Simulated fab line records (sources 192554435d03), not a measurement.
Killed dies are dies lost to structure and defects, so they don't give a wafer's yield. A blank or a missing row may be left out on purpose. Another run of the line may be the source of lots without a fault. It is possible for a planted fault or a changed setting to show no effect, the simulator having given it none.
fab line records ; flow n5_finfet
record: lots: 6; wafers: 18; last_day: 17
route steps=1938 shown HKMG_FIN@449 BEOL_M4@1111
lots that met no fault: from a run of the same line without faults
start_h: hours from the record's first day to the start of the lot's first wafer shown ; wait_h: hours since the lot's step before ; " as in the row above ; L1.1+2: one row covering several wafers at once ; - value missing, or start not given ; * or withheld: withheld ; < > ~ a bound
route shown NAME@n: names a module that has steps shown in the file, with the first one's number in the route ; usual: mean and standard deviation over wafers with no fault ; same: alike in all rows ; chamber/n: place in a boat ; sites: the reading at each site ; _std_site: standard deviation across them ; _edge_site: mean of outer sites minus mean of inner sites ; radius_mm: how far each site lies from the wafer's centre ; mask NAME#n: copy n ; behind: the most recent tool/chamber to have shaped the wafer ; hold: cause of the lot's hold/its duration in hours/its outcome ; device: transistor that didn't switch, given as n, p or np ; end of line: the same wafers' tests at the end of the route ; for a step that has no rows: nothing shown but its recipe ; killed: count of dies lost to structure and defects at first sort (not the wafer's yield) ; map: a wafer's dies, marking killed ones x, the rest . and places with no die _
set.NAME: the setting the step ran with; set.NAME@STEP: the setting that earlier step ran with ; model.NAME: the simulator's own value behind a step, which no gauge read
lots at some steps of the route; a table a step, a row a wafer
services: from which hour (start_h, from the record's first day; less than 0 if before it) a tool's chamber was out of use, for how many hours, and why
== steps ==
step: N5_HKMG_FIN_ALD_71
recipe: material: TiN; target_thk_a: 10; temp_c: 400; ald_precursor_family: TiCl4; ald_co_reactant: NH3; pulse_time_s: 1; purge_time_s: 3; co_reactant_purge_time_s: 2; co_reactant_pulse_time_s: 2; ald_cycles: 47; pressure_torr: 3
step: N5_HKMG_FIN_COAT_66
recipe: resist: SOC; temp_c: 250; time_s: 60; spin_rpm: 1500; resist_thk_nm: 300
step: N5_HKMG_FIN_ETCH_67
recipe: chemistry: N2/H2; target: SOC; target_depth_a: 3889; stop_on: TiN; ion_energy_ev: 100; bias_w: 61; pressure_mtorr: 30; source_w: 850; n2_flow_sccm: 200; h2_flow_sccm: 200
usual: drypump_motor_current_A: 5.8/0.39; oes_product_au: 0.79/0.075; rf_vpp_V: 241.0/1.4; showerhead_plenum_p_Torr: 2.57/0.083; throttle_valve_pct: 17.85/0.29
lot.wafer;tool;chamber;start_h;wait_h;drypump_motor_current_A;oes_product_au;rf_hours_counter_h;rf_vpp_V;showerhead_plenum_p_Torr;throttle_valve_pct
L315.2;rie_diel-01;3;83.96;-;6.1;0.68;232;240.5;2.50;17.70
L315.3;rie_diel-01;1;83.96;-;5.5;0.84;69;240.8;2.58;17.34
L315.6;rie_diel-01;3;83.96;-;6.1;0.68;-;242.4;2.50;17.69
L324.3;rie_diel-01;0;135.27;-;5.4;0.92;15;241.0;2.50;18.17
L324.4;rie_diel-01;1;135.27;-;5.5;0.82;90;241.2;2.57;17.42
L324.6;rie_diel-01;2;135.27;-;5.8;0.73;-;242.5;2.65;18.12
L326.1;rie_diel-03;1;148.12;-;5.8;0.90;23;242.5;2.70;17.37
L326.3;rie_diel-03;2;148.12;-;5.7;0.80;96;240.8;2.67;17.85
L326.4;rie_diel-03;3;148.12;-;5.1;0.70;209;239.2;2.41;17.95
L328.1;rie_diel-01;0;153.35;-;5.5;0.89;24;240.4;2.50;18.19
L328.2;rie_diel-01;2;153.35;-;5.9;0.73;179;239.8;2.65;18.12
L328.4;rie_diel-01;0;153.35;-;5.5;0.89;-;240.6;2.50;18.17
L331.2;rie_diel-03;1;173.31;-;5.8;0.88;32;242.9;2.69;17.39
L331.3;rie_diel-03;2;173.31;-;5.7;0.79;105;244.1;2.67;17.87
L331.6;rie_diel-03;0;173.31;-;6.0;0.71;-;241.0;2.62;18.17
L333.2;rie_diel-06;1;187.70;-;5.8;0.81;84;238.1;2.46;18.11
L333.3;rie_diel-06;0;187.70;-;5.8;0.75;141;241.8;2.55;17.85
L333.6;rie_diel-06;0;187.70;-;5.8;0.76;-;239.7;2.55;17.85
step: N5_HKMG_FIN_STRIP_90
recipe: chemistry: N2/H2; material: SOC; time_s: 20; power_w: 500; temp_c: 40; pressure_mtorr: 50; rf_frequency_hz: 6e+07; bias_power_w: 8; h2_frac: 0.5; n2_flow_sccm: 300; h2_flow_sccm: 300
usual: drypump_motor_current_A: 5.8/0.4; oes_product_au: 0.80/0.078; rf_vpp_V: 54.4/0.88; showerhead_plenum_p_Torr: 3.39/0.11; throttle_valve_pct: 19.1/0.44
lot.wafer;tool;chamber;start_h;wait_h;drypump_motor_current_A;oes_product_au;rf_hours_counter_h;rf_vpp_V;showerhead_plenum_p_Torr;throttle_valve_pct
L315.2;rie_diel-01;3;84.02;0.0;6.1;0.68;232;55.5;3.31;18.7
L315.3;rie_diel-01;1;84.02;0.0;5.5;0.87;70;54.6;3.40;18.5
L315.6;rie_diel-01;3;84.02;0.0;6.1;0.68;-;54.2;3.31;18.7
L324.3;rie_diel-01;0;135.33;0.0;5.5;0.92;15;53.6;3.31;19.7
L324.4;rie_diel-01;1;135.33;0.0;5.5;0.84;90;54.3;3.39;18.5
L324.6;rie_diel-01;2;135.33;0.0;5.9;0.74;-;54.3;3.50;19.6
L326.1;rie_diel-03;1;148.18;0.0;5.8;0.92;23;55.4;3.55;18.4
L326.3;rie_diel-03;2;148.18;0.0;5.7;0.82;96;53.6;3.52;18.8
L326.4;rie_diel-03;3;148.18;0.0;5.1;0.71;210;53.0;3.19;19.0
L328.1;rie_diel-01;0;153.41;0.0;5.5;0.90;24;53.7;3.30;19.8
L328.2;rie_diel-01;2;153.41;0.0;5.9;0.73;179;54.8;3.49;19.6
L328.4;rie_diel-01;0;153.41;0.0;5.5;0.89;-;53.3;3.30;19.8
L331.2;rie_diel-03;1;173.37;0.0;5.8;0.88;32;55.6;3.55;18.5
L331.3;rie_diel-03;2;173.37;0.0;5.7;0.80;105;54.5;3.52;18.8
L331.6;rie_diel-03;0;173.37;0.0;6.0;0.71;-;53.8;3.45;19.6
L333.2;rie_diel-06;1;187.76;0.0;5.8;0.83;84;54.7;3.25;19.5
L333.3;rie_diel-06;0;187.76;0.0;5.8;0.76;141;54.6;3.37;18.9
L333.6;rie_diel-06;0;187.76;0.0;5.8;0.76;-;54.3;3.37;18.9
step: N5_HKMG_FIN_WET_ETCH_73
recipe: chemistry: SC1; mix: 1:2:40; temp_c: 50; time_s: 42.3; target_depth_nm: 1.3; dry: ipa_marangoni; rinse_time_s: 30; rinse_temp_c: 23
step: N5_HKMG_FIN_ETCHBACK_68
recipe: chemistry: Cl2/Ar; stop_on: HfO2; target_depth_a: 5; pressure_mtorr: 10; icp_w: 600; bias_w: 60; Cl2_flow_sccm: 40; Ar_flow_sccm: 60
step: N5_HKMG_FIN_STRIP_69
recipe: chemistry: N2/H2; power_w: 2500; temp_c: 300; h2_frac: 0.65; time_s: 360; pressure_mtorr: withheld; n2_flow_sccm: 1750; h2_flow_sccm: 3250
usual: drypump_motor_current_A: 5.35/0.088; heater_power_w: 486/33
lot.wafer;tool;chamber;start_h;wait_h;drypump_motor_current_A;heater_power_w;rf_hours_counter_h
L315.2;plasma_asher-02;1;84.32;0.1;5.28;510;88
L315.3;plasma_asher-02;0;84.32;0.1;5.29;490;-
L315.6;plasma_asher-02;0;84.32;0.1;5.29;487;-
L324.3;plasma_asher-02;1;135.75;0.2;5.30;516;-
L324.4;plasma_asher-02;0;135.75;0.2;5.28;487;-
L324.6;plasma_asher-02;0;135.75;0.2;5.29;491;-
L326.1;plasma_asher-01;1;148.48;0.1;5.52;414;51
L326.3;plasma_asher-01;1;148.48;0.1;5.51;394;-
L326.4;plasma_asher-01;0;148.48;0.1;5.48;492;-
L328.1;plasma_asher-01;0;153.71;0.1;5.48;501;52
L328.2;plasma_asher-01;1;153.71;0.1;5.50;408;52
L328.4;plasma_asher-01;0;153.71;0.1;5.46;486;-
L331.2;plasma_asher-02;1;173.67;0.1;5.29;513;109
L331.3;plasma_asher-02;0;173.67;0.1;5.30;494;-
L331.6;plasma_asher-02;1;173.67;0.1;5.30;512;-
L333.2;plasma_asher-02;0;188.06;0.1;5.28;496;112
L333.3;plasma_asher-02;1;188.06;0.1;5.32;504;-
L333.6;plasma_asher-02;0;188.06;0.1;5.29;497;-
step: N5_HKMG_FIN_ALD_21
recipe: material: TiN; target_thk_a: 15; temp_c: 400; ald_precursor_family: TiCl4; ald_co_reactant: NH3; pulse_time_s: 1; purge_time_s: 3; co_reactant_purge_time_s: 2; co_reactant_pulse_time_s: 2; ald_cycles: 68; pressure_torr: 3
usual: heater_power_w: 893/78; precursor_pulse_height_rel: 1.000/0.02
lot.wafer;tool;chamber;start_h;wait_h;heater_power_w;precursor_pulse_height_rel
L315.2;ald_metal-01;1;84.70;0.3;936;0.997
L315.3;ald_metal-01;0;84.70;0.3;986;0.995
L315.6;ald_metal-01;1;84.70;0.3;945;0.997
L324.3;ald_metal-01;2;136.02;0.1;883;1.004
L324.4;ald_metal-01;3;136.02;0.1;847;1.010
L324.6;ald_metal-01;2;136.02;0.1;832;0.994
L326.1;ald_metal-03;1;148.86;0.3;834;1.026
L326.3;ald_metal-03;2;148.86;0.3;1005;0.965
L326.4;ald_metal-03;0;148.86;0.3;937;0.978
L328.1;ald_metal-04;0;154.09;0.3;803;1.006
L328.2;ald_metal-04;2;154.09;0.3;1045;1.004
L328.4;ald_metal-04;3;154.09;0.3;757;1.031
L331.2;ald_metal-01;2;174.06;0.3;846;1.024
L331.3;ald_metal-01;0;174.06;0.3;966;0.971
L331.6;ald_metal-01;2;174.06;0.3;875;1.000
L333.2;ald_metal-03;2;188.44;0.3;992;1.015
L333.3;ald_metal-03;3;188.44;0.3;838;1.028
L333.6;ald_metal-03;2;188.44;0.3;999;0.960
step: N5_HKMG_FIN_ALD_72
recipe: material: W; target_thk_a: 20; temp_c: 300; pressure_torr: 7.5; ald_precursor_family: WF6; ald_co_reactant: B2H6; pulse_time_s: 1; purge_time_s: 2; co_reactant_purge_time_s: 2; co_reactant_pulse_time_s: 3; ald_cycles: 7
usual: heater_power_w: 454/43; precursor_pulse_height_rel: 0.998/0.021
lot.wafer;tool;chamber;start_h;wait_h;heater_power_w;precursor_pulse_height_rel
L315.2;cvd_w-01;0;85.07;0.2;439;1.019
L315.3;cvd_w-01;1;85.07;0.2;400;0.975
L315.6;cvd_w-01;1;85.07;0.2;397;1.004
L324.3;cvd_w-02;0;136.40;0.2;522;0.996
L324.4;cvd_w-02;1;136.40;0.2;498;0.995
L324.6;cvd_w-02;0;136.40;0.2;526;1.022
L326.1;cvd_w-01;1;149.22;0.2;408;1.027
L326.3;cvd_w-01;1;149.22;0.2;397;0.990
L326.4;cvd_w-01;1;149.22;0.2;408;1.035
L328.1;cvd_w-02;0;154.45;0.2;507;1.007
L328.2;cvd_w-02;1;154.45;0.2;485;1.039
L328.4;cvd_w-02;1;154.45;0.2;489;0.963
L331.2;cvd_w-01;0;174.42;0.2;453;1.011
L331.3;cvd_w-01;1;174.42;0.2;404;1.024
L331.6;cvd_w-01;0;174.42;0.2;443;0.983
L333.2;cvd_w-01;1;188.82;0.2;414;1.035
L333.3;cvd_w-01;1;188.82;0.2;402;1.003
L333.6;cvd_w-01;1;188.82;0.2;394;1.009
step: N5_HKMG_FIN_W_FILL_22
recipe: material: W; target_thk_a: 600; temp_c: 400; pressure_torr: 39.4; time_s: 18.2
step: N5_HKMG_FIN_PRECLEAN_83
recipe: chemistry: DIW; time_s: 57.5; temp_c: 23
step: N5_HKMG_FIN_SRD_84
recipe: dry_time_s: 32; dry: n2_spin; spin_rpm: 1500
step: N5_HKMG_FIN_CMP_23
recipe: stop_on: SiNx; t_overpolish_s: 10; post_cmp_clean: rinse_only; down_force_psi: 4; platen_rpm: 50.289; pad_velocity_m_s: 1.0006; target_thk_nm: 46.326
usual: motor_current_A: 11.9/1.8; overpolish_run_s: 10.000/0.0098; time_to_endpoint_s: 12.3/1.7
lot.wafer;tool;chamber;start_h;wait_h;motor_current_A;overpolish_run_s;time_to_endpoint_s
L315.3;cmp-02;1;85.40;0.2;14.4;9.993;14.2
L315.2;cmp-02;2;85.40;0.2;13.4;10.003;12.1
L315.6;cmp-02;0;85.40;0.2;10.7;10.008;14.4
L324.3;cmp-02;2;136.55;0.0;13.7;9.996;13.2
L324.4;cmp-02;3;136.55;0.0;11.5;10.010;12.7
L324.6;cmp-02;3;136.55;0.0;11.3;9.997;16.5
L326.3;cmp-02;3;149.48;0.0;11.2;10.002;11.7
L326.4;cmp-02;1;149.48;0.0;13.6;9.986;12.2
L326.1;cmp-02;2;149.48;0.0;13.4;5.622;22.9
L328.1;cmp-02;0;154.62;0.0;10.6;5.223;23.6
L328.4;cmp-02;1;154.62;0.0;14.7;9.999;11.9
L328.2;cmp-02;2;154.62;0.0;13.9;5.269;23.4
L331.3;cmp-03;3;174.67;0.1;13.7;10.020;11.2
L331.2;cmp-03;0;174.67;0.1;10.0;9.989;10.6
L331.6;cmp-03;3;174.67;0.1;14.9;10.001;12.9
L333.2;cmp-01;0;188.99;0.0;9.4;10.008;11.3
L333.3;cmp-01;2;188.99;0.0;12.1;10.006;12.9
L333.6;cmp-01;1;188.99;0.0;12.2;9.992;11.4
step: N5_HKMG_FIN_CMP_94
recipe: stop_on: SiNx; post_cmp_clean: w_dilute_nh4oh; t_overpolish_s: 4.7; down_force_psi: 4; platen_rpm: 50.289; pad_velocity_m_s: 1.0006; target_thk_nm: 43.299
step: N5_BEOL_M4_RC_MEAS_101
usual: DIBL_N: 36.3/1.2; DIBL_P: 36.3/1.4; IOFF_N: 0.157/0.02; IOFF_P: 0.22/0.033; ION_N: 675/9.6; ION_P: 465/8.2; SS_N: 71.4/0.45; SS_P: 73.3/0.54; VT_N: 249.8/2.5; VT_P: -249/3.2
lot.wafer;tool;chamber;start_h;wait_h;DIBL_N[mV/V];DIBL_P[mV/V];IOFF_N[nA/um];IOFF_P[nA/um];ION_N[uA/um];ION_P[uA/um];SS_N[mV/dec];SS_P[mV/dec];VT_N[mV];VT_P[mV]
L315.2;prober-01;0;170.50;0.2;35.8;36.7;0.144;0.20;680;466;71.1;72.8;248.4;-251
L315.3;prober-01;0;170.50;0.2;36.6;38.0;0.160;0.22;666;462;71.2;72.9;247.8;-250
L315.6;prober-01;0;170.50;0.2;36.8;38.0;0.165;0.22;686;470;71.8;73.0;248.4;-251
L324.3;prober-01;0;232.58;0.7;33.2;34.0;0.131;0.19;665;463;71.2;72.3;252.8;-248
L324.4;prober-01;0;232.58;0.7;33.6;34.4;0.138;0.19;651;457;71.0;72.2;248.5;-247
L324.6;prober-01;0;232.58;0.7;32.5;34.1;0.128;0.19;668;461;71.4;73.1;250.6;-247
L328.1;prober-01;0;251.93;0.0;35.4;35.8;0.159;0.20;670;457;71.4;72.7;248.4;-253
L328.2;prober-01;0;251.93;0.0;34.8;35.2;0.152;0.20;674;459;70.6;72.7;248.7;-252
L328.4;prober-01;0;251.93;0.0;35.0;35.2;0.157;0.19;677;456;71.2;72.9;248.8;-251
L326.1;prober-01;0;263.67;0.0;35.4;35.6;0.138;0.16;668;455;70.9;73.2;249.9;-254
L326.3;prober-01;0;263.67;0.0;36.7;36.5;0.160;0.18;675;452;71.3;73.6;252.1;-256
L326.4;prober-01;0;263.67;0.0;36.8;37.3;0.164;0.19;667;452;72.4;72.5;248.0;-254
L331.2;prober-02;0;274.16;0.2;36.7;36.3;0.167;0.20;687;466;71.1;73.6;250.2;-249
L331.3;prober-02;0;274.16;0.2;36.1;36.5;0.162;0.21;669;458;71.9;73.6;249.7;-248
L331.6;prober-02;0;274.16;0.2;35.6;35.0;0.143;0.19;670;458;71.8;73.0;249.7;-251
L333.2;prober-01;0;299.91;0.2;35.5;34.6;0.132;0.16;658;449;70.8;73.6;253.1;-259
L333.3;prober-01;0;299.91;0.2;36.5;35.0;0.150;0.17;660;447;71.7;73.3;251.5;-254
L333.6;prober-01;0;299.91;0.2;35.5;34.3;0.132;0.16;661;449;71.6;74.4;254.8;-259
== services ==
tool;chamber;start_h;hours;kind
rie_diel-03;-;65.58;0.2;repair
rie_diel-01;0;70.33;-;clean
rie_diel-01;0;70.33;-;consumable_replace:focus_ring
rie_diel-01;0;70.33;22.1;scheduled_down
cmp-01;-;79.11;4.0;pm
ald_metal-04;-;85.16;8.7;pm
ald_metal-03;-;99.46;14.6;pm
rie_diel-01;3;105.15;7.8;repair
plasma_asher-02;-;106.05;2.8;pm
cmp-01;-;122.73;1.6;repair
ald_metal-04;-;130.82;1.9;repair
cmp-01;-;132.47;1.0;repair
cmp-03;-;133.15;4.0;pm
cmp-03;-;139.82;3.8;repair
cvd_w-01;0;143.48;6.9;repair
ald_metal-01;3;147.59;4.1;repair
cmp-01;-;151.87;0.2;repair
ald_metal-01;-;163.09;1.5;repair
cvd_w-02;-;164.76;1.5;repair
ald_metal-04;-;168.50;0.6;repair
plasma_asher-01;-;169.11;4.0;repair
cmp-02;-;174.22;1.1;repair
rie_diel-06;-;174.50;0.2;repair
cmp-03;-;186.94;8.3;pm
== key ==
first_sign: step: N5_HKMG_FIN_CMP_23; reading: overpolish_run_s; direction: down; sigmas: 99+; usual: 10.000; struck: 5.371
effect: step: N5_HKMG_FIN_CMP_23; reading: time_to_endpoint_s; direction: up; sigmas: 6.6; usual: *; struck: *
met_at N5_HKMG_FIN_CMP_23
struck_wafers L326.1,L328.1,L328.2
onset_between 136.55 149.48
fault: kind: process_parameter_drift; tool: cmp-02; chamber: -; onset_h: 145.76; steps: N5_HKMG_FIN_CMP_23; channel: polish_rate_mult; offset: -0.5; shape: step; end_h: 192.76; scope: struck_wafers_only
